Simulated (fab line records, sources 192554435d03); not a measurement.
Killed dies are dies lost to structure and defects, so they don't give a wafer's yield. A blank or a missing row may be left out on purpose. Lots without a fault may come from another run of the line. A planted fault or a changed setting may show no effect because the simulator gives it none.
fab line records | flow n5_finfet | part 1 of 2: steps 1 to 4 of 6
record lots=24 wafers=72 last_day=18
route steps=1938 shown BEOL_M6@1251 BEOL_M7@1265 BEOL_M8@1335
lots that met no fault: from a run of the same line without faults
start_h: hours from the record's first day to the start of the lot's first wafer shown | wait_h: hours since the lot's step before | " the same as in the row above | L1.1+2: a row that stands for several wafers | - no value, or no start given | * or withheld: withheld | < > ~ a bound
route shown NAME@n: a module of which the file shows steps, and the number in the route of the first | usual: mean/standard deviation of fault-free wafers | same: alike in all rows | chamber/n: place in a boat | sites: the reading at each site | _std_site: their standard deviation | _edge_site: outer sites' mean less inner sites' | radius_mm: how far each site lies from the wafer's centre | mask NAME#n: copy n | behind: the tool/chamber that last shaped the wafer | hold: why the lot was held/for how many hours/how that ended | device: the transistor (n, p or np) that didn't switch | end of line: the same wafers' tests at the end of the route | a step without rows: its recipe alone | killed: dies lost to structure and defects at the first sort, not the wafer's yield | map: a wafer's dies, x killed, . not, _ none there
set.NAME: the setting as run; set.NAME@STEP: as run at that earlier step | model.NAME: the simulator's own value behind a step, which no gauge read
steps of the route over a sample of lots; a table a step, a row a wafer
services: from which hour (start_h, from the record's first day; less than 0 if before it) a tool's chamber was out of use, for how many hours, and why
## steps
# step N5_BEOL_M6_ALD_77
# recipe material=TaN target_thk_a=20 temp_c=275 ald_precursor_family=PDMAT ald_co_reactant=NH3 pressure_torr=3 carrier_flow_sccm=1500 pulse_time_s=2 purge_time_s=3 co_reactant_purge_time_s=2 co_reactant_pulse_time_s=3 ald_cycles=40 precursor_vessel_temp_c=75 precursor_vessel_pressure_torr=26.25 precursor_vessel_carrier_sccm=1000
# usual heater_power_w=411/56
# columns lot.wafer tool chamber start_h wait_h heater_power_w
L074.1 ald_metal-01 1 193.49 0.0 425
L074.4 " 3 " " 378
L074.6 " 3 " " 360
L075.2 ald_metal-04 0 196.99 0.0 467
L075.3 " 3 " " 469
L075.6 " 2 " " 426
L076.1 ald_metal-02 2 223.17 0.3 456
L076.3 " 0 " " 379
L076.6 " 2 " " 458
L078.2 ald_metal-01 0 224.95 0.3 537
L078.3 " 2 " " 331
L078.5 " 1 " " 435
L081.1 ald_metal-04 3 229.31 0.1 466
L081.2 " 2 " " 418
L081.4 " 0 " " 443
L079.1 ald_metal-02 1 235.16 0.1 384
L079.5 " 0 " " 378
L079.6 " 1 " " 394
L080.1 ald_metal-04 3 239.54 0.1 457
L080.3 " 0 " " 463
L080.5 " 2 " " 430
L077.2 ald_metal-02 0 239.78 0.0 379
L077.4 " 3 " " 345
L077.6 " 0 " " 379
L082.2 ald_metal-01 1 244.63 0.0 430
L082.3 " 0 " " 523
L082.4 " 3 " " 368
L083.1 ald_metal-02 3 245.01 0.1 349
L083.5 " 3 " " 352
L083.6 " 2 " " 465
L084.3 ald_metal-01 1 249.75 0.0 428
L084.4 " 0 " " 535
L084.6 " 2 " " 331
L085.1 ald_metal-01 0 262.28 0.1 519
L085.3 " 1 " " 430
L085.5 " 1 " " 422
L086.1 ald_metal-04 2 272.26 0.1 432
L086.3 " 3 " " 458
L086.6 " 0 " " 460
L087.2 ald_metal-04 2 272.70 0.0 426
L087.5 " 0 " " 461
L087.6 " 1 " " 358
L088.1 ald_metal-01 2 286.71 0.0 332
L088.4 " 0 " " 517
L088.5 " 2 " " 328
L091.2 ald_metal-02 3 290.75 0.0 341
L091.3 " 2 " " 457
L091.5 " 1 " " 383
L089.1 ald_metal-04 3 293.23 0.0 459
L089.4 " 0 " " 453
L089.6 " 2 " " 414
L090.3 ald_metal-02 0 303.28 0.0 382
L090.4 " 1 " " 377
L090.6 " 3 " " 336
L093.3 ald_metal-04 1 303.86 0.0 357
L093.5 " 3 " " 468
L093.6 " 2 " " 431
L092.1 ald_metal-02 2 308.17 0.3 460
L092.2 " 1 " " 389
L092.5 " 2 " " 465
L094.2 ald_metal-04 3 310.22 0.0 463
L094.3 " 2 " " 433
L094.6 " 3 " " 466
L095.2 ald_metal-02 3 330.56 0.3 350
L095.5 " 2 " " 458
L095.6 " 1 " " 386
L097.2 ald_metal-01 0 336.06 0.3 528
L097.3 " 1 " " 432
L097.6 " 2 " " 330
L096.4 ald_metal-02 3 337.83 0.0 335
L096.5 " 3 " " 340
L096.6 " 2 " " 458
# step N5_BEOL_M6_CMP_52
# recipe stop_on=SiCOH_lowk t_overpolish_s=6.9 down_force_psi=1 platen_rpm=50 clearing_platen_down_force_psi=1.5 clearing_platen_rpm=50 post_cmp_clean=cu_alkaline target_thk_nm=80 clearing_platen_pad_velocity_m_s=0.99484 pad_velocity_m_s=0.99484
# usual barrier_field_endpoint_s=29.0/0.86 motor_current_A=6.1/0.73 overpolish_run_s=6.901/0.0097 time_to_endpoint_s=63/3.6
# columns lot.wafer tool chamber start_h wait_h barrier_field_endpoint_s motor_current_A overpolish_run_s time_to_endpoint_s
L074.4 cmp-03 3 195.00 0.2 30.8 6.5 6.891 66
L074.1 " 0 " " 29.0 6.7 6.901 61
L074.6 " 2 " " 29.7 7.1 6.900 69
L075.2 cmp-02 3 199.65 0.2 29.5 6.4 6.908 61
L075.3 " 1 " " 27.7 7.0 6.898 57
L075.6 " 2 " " 29.0 6.1 6.890 59
L076.1 cmp-01 0 225.31 0.3 27.0 6.3 6.919 58
L076.3 " 2 " " 28.1 4.8 6.914 64
L076.6 " 1 " " 28.2 6.2 6.901 59
L078.3 cmp-03 3 228.44 0.2 28.3 6.2 6.906 68
L078.2 " 1 " " 28.4 4.8 6.899 64
L078.5 " 3 " " 30.5 6.1 6.897 70
L081.2 cmp-01 0 230.86 0.2 27.7 6.2 6.919 59
L081.4 " 1 " " 28.6 6.1 6.908 60
L081.1 " 2 " " 29.8 4.5 6.898 68
L079.1 cmp-01 1 236.26 0.3 28.2 6.2 6.894 59
L079.6 " 0 " " 28.3 6.3 6.891 57
L079.5 " 1 " " 28.5 6.0 6.897 57
L080.3 cmp-03 2 240.88 0.3 29.9 6.9 6.908 67
L080.1 " 3 " " 29.4 6.3 6.889 67
L080.5 " 0 " " 28.3 6.9 6.911 58
L077.4 cmp-03 1 241.10 0.1 27.8 4.9 6.880 63
L077.2 " 0 " " 26.9 6.3 6.904 57
L077.6 " 1 " " 28.7 5.1 6.892 62
L082.2 cmp-02 0 245.89 0.2 29.7 6.1 6.901 69
L082.3 " 1 " " 27.7 7.4 6.902 62
L082.4 " 3 " " 28.4 6.5 6.908 64
L083.1 cmp-02 2 246.23 0.3 28.4 5.7 6.916 59
L083.6 " 0 " " 30.9 6.0 6.895 71
L083.5 " 1 " " 30.0 7.5 6.899 64
L084.3 cmp-03 1 250.90 0.2 28.7 5.3 6.901 64
L084.4 " 2 " " 29.3 6.9 6.902 69
L084.6 " 1 " " 29.7 5.3 6.899 65
L085.1 cmp-02 1 263.70 0.3 28.9 7.5 6.899 59
L085.3 " 2 " " 27.9 5.9 6.909 60
L085.5 " 0 " " 29.8 6.2 6.904 68
L086.1 cmp-03 3 273.67 0.3 30.1 6.6 6.906 65
L086.3 " 0 " " 28.5 6.4 6.933 60
L086.6 " 2 " " 30.5 7.1 6.906 66
L087.2 cmp-01 0 273.96 0.3 29.0 6.0 6.914 60
L087.5 " 1 " " 29.4 6.3 6.913 63
L087.6 " 2 " " 29.5 4.6 6.904 66
L088.4 cmp-03 1 288.54 0.2 29.2 5.1 6.897 62
L088.1 " 2 " " 28.8 7.2 6.903 67
L088.5 " 1 " " 29.3 5.0 6.898 62
L091.2 cmp-02 3 293.49 0.2 28.9 6.5 6.900 61
L091.3 " 1 " " 29.1 7.1 6.884 59
L091.5 " 3 " " 28.4 6.1 6.893 60
L089.4 cmp-02 2 294.41 0.1 29.8 6.1 6.898 61
L089.1 " 3 " " 28.6 6.0 6.893 57
L089.6 " 3 " " 29.8 5.8 6.895 60
L090.4 cmp-03 2 304.76 0.1 30.4 7.2 6.900 66
L090.3 " 3 " " 29.7 6.3 6.885 66
L090.6 " 3 " " 30.0 5.8 6.902 66
L093.3 cmp-02 1 305.28 0.2 28.7 7.6 6.902 61
L093.6 " 1 " " 28.7 7.4 6.901 61
L093.5 " 2 " " 29.2 5.9 6.891 64
L092.2 cmp-01 0 309.47 0.2 28.0 6.2 6.859 59
L092.1 " 2 " " 28.1 4.9 6.887 65
L092.5 " 1 " " 29.2 5.9 6.904 68
L094.3 cmp-01 2 311.58 0.3 30.5 4.6 6.905 66
L094.2 " 0 " " 29.4 6.1 6.913 60
L094.6 " 3 " " 29.7 5.9 6.913 63
L095.2 cmp-01 3 333.46 0.2 28.8 5.9 6.886 65
L095.6 " 2 " " 30.4 4.7 6.897 70
L095.5 " 3 " " 30.1 5.8 6.909 68
L097.2 cmp-01 3 338.85 0.3 28.6 5.8 6.900 62
L097.3 " 1 " " 29.0 6.1 6.911 61
L097.6 " 0 " " 27.5 6.4 6.902 55
L096.4 cmp-01 3 339.15 0.3 28.4 5.6 6.913 63
L096.6 " 1 " " 29.0 6.2 6.912 63
L096.5 " 2 " " 29.7 4.5 6.901 66
# step N5_BEOL_M7_THK_MEAS_01
# recipe reads=SiCOH_lowk_of_BEOL_M7_ILD_DEP_00
# usual M7_ILD_THK=155.3/2.7
# columns lot.wafer tool chamber start_h wait_h M7_ILD_THK[nm]
L074.1 film_metro-01 - 196.03 0.4 156.7
L074.4 " - " " 158.4
L074.6 " - " " 159.2
L075.2 film_metro-02 - 200.67 0.4 155.7
L075.3 " - " " 154.7
L075.6 " - " " 156.8
L076.1 film_metro-01 - 226.41 0.4 155.8
L076.3 " - " " 152.9
L076.6 " - " " 159.7
L078.2 film_metro-01 - 229.54 0.4 157.6
L078.3 " - " " 154.7
L078.5 " - " " 157.2
L081.1 film_metro-01 - 231.92 0.4 153.2
L081.2 " - " " 152.4
L081.4 " - " " 156.7
L079.1 film_metro-01 - 237.31 0.4 154.3
L079.5 " - " " 154.8
L079.6 " - " " 157.3
L080.1 film_metro-02 - 241.87 0.4 157.1
L080.3 " - " " 155.0
L080.5 " - " " 160.7
L077.2 film_metro-01 - 242.35 0.4 148.9
L077.4 " - " " 154.3
L077.6 " - " " 156.1
L082.2 film_metro-02 - 246.95 0.4 154.8
L082.3 " - " " 151.2
L082.4 " - " " 156.2
L083.1 film_metro-02 - 247.73 0.4 157.1
L083.5 " - " " 155.4
L083.6 " - " " 157.3
L084.3 film_metro-02 - 252.75 0.5 158.9
L084.4 " - " " 157.2
L084.6 " - " " 158.1
L085.1 film_metro-01 - 264.73 0.4 154.5
L085.3 " - " " 156.6
L085.5 " - " " 161.3
L086.1 film_metro-01 - 274.66 0.4 151.7
L086.3 " - " " 155.9
L086.6 " - " " 153.9
L087.2 film_metro-02 - 275.18 0.4 155.3
L087.5 " - " " 153.3
L087.6 " - " " 156.0
L088.1 film_metro-02 - 289.57 0.4 150.5
L088.4 " - " " 153.6
L088.5 " - " " 151.8
L091.2 film_metro-02 - 294.52 0.4 155.9
L091.3 " - " " 157.6
L091.5 " - " " 159.9
L089.1 film_metro-01 - 295.48 0.4 153.7
L089.4 " - " " 158.8
L089.6 " - " " 157.7
L090.3 film_metro-02 - 305.83 0.3 157.0
L090.4 " - " " 152.2
L090.6 " - " " 157.0
L093.3 film_metro-01 - 306.34 0.3 151.0
L093.5 " - " " 158.4
L093.6 " - " " 154.1
L092.1 film_metro-01 - 310.81 0.4 155.2
L092.2 " - " " 153.2
L092.5 " - " " 153.3
L094.2 film_metro-01 - 312.65 0.4 155.8
L094.3 " - " " 157.2
L094.6 " - " " 157.3
L095.2 film_metro-01 - 334.54 0.4 151.1
L095.5 " - " " 152.7
L095.6 " - " " 154.7
L097.2 film_metro-02 - 339.92 0.4 154.7
L097.3 " - " " 152.7
L097.6 " - " " 154.4
L096.4 film_metro-01 - 340.15 0.2 155.6
L096.5 " - " " 154.9
L096.6 " - " " 156.7
# step N5_BEOL_M7_ETCH_65
# recipe chemistry=CF4 target=SiARC target_depth_a=156 mask_material=CAR-EUV time_s=26 ion_energy_ev=80 pressure_mtorr=40 source_w=545 bias_w=36 Ar_flow_sccm=100 cf4_flow_sccm=100 ends=cleared
# usual drypump_motor_current_A=5.8/0.49 etch_rf_on_time_s=26.3/0.73 oes_product_au=0.68/0.062 rf_vpp_V=183.9/1.1 showerhead_plenum_p_Torr=2.13/0.061 throttle_valve_pct=15.51/0.23
# columns lot.wafer tool chamber start_h wait_h drypump_motor_current_A etch_rf_on_time_s oes_product_au rf_hours_counter_h rf_vpp_V showerhead_plenum_p_Torr throttle_valve_pct
L074.1 rie_diel-01 3 199.60 0.0 6.1 25.7 0.73 56 184.4 2.19 15.56
L074.4 " 1 " " 5.4 27.4 0.71 39 182.7 2.11 15.26
L074.6 " 2 " " 5.2 26.2 0.76 - 184.5 2.08 15.21
L075.2 rie_diel-01 2 204.39 0.0 5.3 26.0 0.77 28 182.4 2.08 15.22
L075.3 " 1 " " 5.4 27.3 0.71 41 184.0 2.11 15.25
L075.6 " 0 " " 5.5 24.6 0.77 - 184.1 2.09 15.28
L076.1 rie_diel-05 0 234.08 0.0 5.1 26.7 0.60 197 180.8 2.04 15.55
L076.3 " 3 " " 5.8 27.6 0.58 211 183.5 2.22 16.02
L076.6 " 0 " " 5.1 26.5 0.61 - 182.8 2.04 15.56
L078.2 rie_diel-01 0 234.13 0.0 5.5 24.3 0.76 42 183.9 2.08 15.30
L078.3 " 3 " " 6.0 25.9 0.72 67 184.3 2.19 15.58
L078.5 " 3 " " 6.0 25.8 0.71 - 183.5 2.19 15.59
L081.1 rie_diel-01 0 238.12 0.0 5.5 24.6 0.76 44 183.0 2.08 15.30
L081.2 " 2 " " 5.3 26.2 0.74 38 184.0 2.08 15.23
L081.4 " 1 " " 5.4 27.5 0.70 51 183.0 2.10 15.29
L079.1 rie_diel-03 1 243.74 0.0 6.6 26.3 0.64 176 184.7 2.12 15.70
L079.5 " 3 " " 6.5 26.6 0.73 - 184.5 2.26 15.33
L079.6 " 2 " " 5.8 26.6 0.64 - 183.5 2.14 15.52
L077.2 rie_diel-05 1 246.04 0.0 5.9 26.6 0.85 1 184.8 2.19 15.08
L077.4 " 2 " " 5.0 26.2 0.71 86 180.9 2.06 15.52
L077.6 " 0 " " 5.1 26.7 0.60 - 182.0 2.04 15.57
L080.1 rie_diel-03 1 246.09 0.0 6.6 26.3 0.64 177 182.8 2.12 15.70
L080.3 " 0 " " 6.1 25.4 0.70 80 183.6 2.14 15.52
L080.5 " 1 " " 6.6 26.5 0.63 - 185.4 2.12 15.70
L082.2 rie_diel-01 1 248.71 0.0 5.4 27.3 0.69 54 183.8 2.10 15.29
L082.3 " 2 " " 5.3 25.9 0.74 41 182.8 2.08 15.22
L082.4 " 3 " " 6.0 25.5 0.72 71 183.2 2.19 15.61
L083.1 rie_diel-03 0 253.76 0.0 6.1 25.5 0.69 83 184.7 2.14 15.53
L083.5 " 0 " " 6.1 25.3 0.70 - 185.0 2.14 15.53
L083.6 " 1 " " 6.6 26.1 0.64 - 184.6 2.12 15.70
L084.3 rie_diel-03 2 257.47 0.0 5.8 26.3 0.65 133 182.8 2.14 15.53
L084.4 " 2 " " 5.8 26.3 0.65 - 185.6 2.14 15.52
L084.6 " 0 " " 6.0 25.8 0.69 - 184.2 2.14 15.53
L085.1 rie_diel-03 1 268.51 0.0 6.6 26.6 0.63 184 184.3 2.12 15.70
L085.3 " 3 " " 6.5 26.2 0.73 57 184.7 2.25 15.34
L085.5 " 2 " " 5.8 26.3 0.65 - 183.8 2.14 15.53
L086.1 rie_diel-03 0 277.94 0.0 6.0 25.8 0.69 91 185.7 2.14 15.53
L086.3 " 3 " " 6.5 26.5 0.72 60 185.8 2.25 15.36
L086.6 " 2 " " 5.8 26.2 0.64 - 185.5 2.14 15.55
L087.2 rie_diel-05 1 280.83 0.0 6.0 26.6 0.81 10 184.9 2.18 15.08
L087.5 " 3 " " 5.8 27.6 0.57 - 184.3 2.21 16.06
L087.6 " 2 " " 5.0 26.0 0.70 - 182.7 2.06 15.54
L088.1 rie_diel-05 1 292.23 0.0 5.9 26.5 0.81 14 184.9 2.18 15.09
L088.4 " 0 " " 5.2 26.7 0.60 216 184.0 2.03 15.58
L088.5 " 2 " " 5.0 26.2 0.70 - 181.9 2.06 15.56
L089.1 rie_diel-05 0 300.98 0.0 5.1 26.2 0.60 219 183.5 2.03 15.60
L089.4 " 2 " " 5.0 26.1 0.70 104 182.6 2.06 15.58
L089.6 " 0 " " 5.1 26.2 0.60 - 182.5 2.03 15.62
L091.2 rie_diel-01 3 302.35 0.0 6.0 26.0 0.69 88 184.7 2.18 15.64
L091.3 " 1 " " 5.4 27.3 0.68 69 183.6 2.10 15.32
L091.5 " 3 " " 6.0 25.8 0.70 - 185.0 2.18 15.65
L093.3 rie_diel-03 1 309.35 0.0 6.6 26.1 0.63 197 184.6 2.11 15.73
L093.5 " 1 " " 6.6 26.2 0.62 - 184.1 2.11 15.75
L093.6 " 2 " " 5.8 26.4 0.63 - 182.8 2.14 15.54
L090.3 rie_diel-05 2 309.99 0.0 5.1 26.5 0.68 107 183.9 2.06 15.57
L090.4 " 3 " " 5.8 27.5 0.57 238 186.0 2.21 16.06
L090.6 " 1 " " 5.9 26.9 0.78 - 184.4 2.18 15.12
L092.1 rie_diel-03 3 312.94 0.0 6.5 26.1 0.71 71 185.2 2.25 15.38
L092.2 " 1 " " 6.6 26.2 0.62 199 183.3 2.11 15.73
L092.5 " 2 " " 5.8 26.4 0.64 - 184.0 2.14 15.54
L094.2 rie_diel-03 0 315.48 0.0 6.1 25.6 0.68 103 185.3 2.14 15.55
L094.3 " 3 " " 6.5 26.0 0.71 71 185.0 2.25 15.37
L094.6 " 3 " " 6.5 26.1 0.71 - 186.3 2.25 15.37
L095.2 rie_diel-03 3 342.62 0.0 6.5 26.4 0.70 79 185.3 2.25 15.38
L095.5 " 0 " " 6.1 25.8 0.67 - 184.2 2.13 15.57
L095.6 " 1 " " 6.6 26.8 0.61 - 183.2 2.11 15.76
L097.2 rie_diel-01 3 344.66 0.0 6.0 25.9 0.69 101 183.3 2.18 15.67
L097.3 " 2 " " 5.2 26.1 0.71 70 183.6 2.07 15.29
L097.6 " 2 " " 5.3 26.1 0.71 - 183.0 2.07 15.28
L096.4 rie_diel-05 0 344.70 0.0 5.1 27.1 0.57 234 182.6 2.03 15.62
L096.5 " 1 " " 5.9 26.7 0.76 - 184.3 2.17 15.14
L096.6 " 0 " " 5.1 27.1 0.58 - 184.9 2.03 15.63
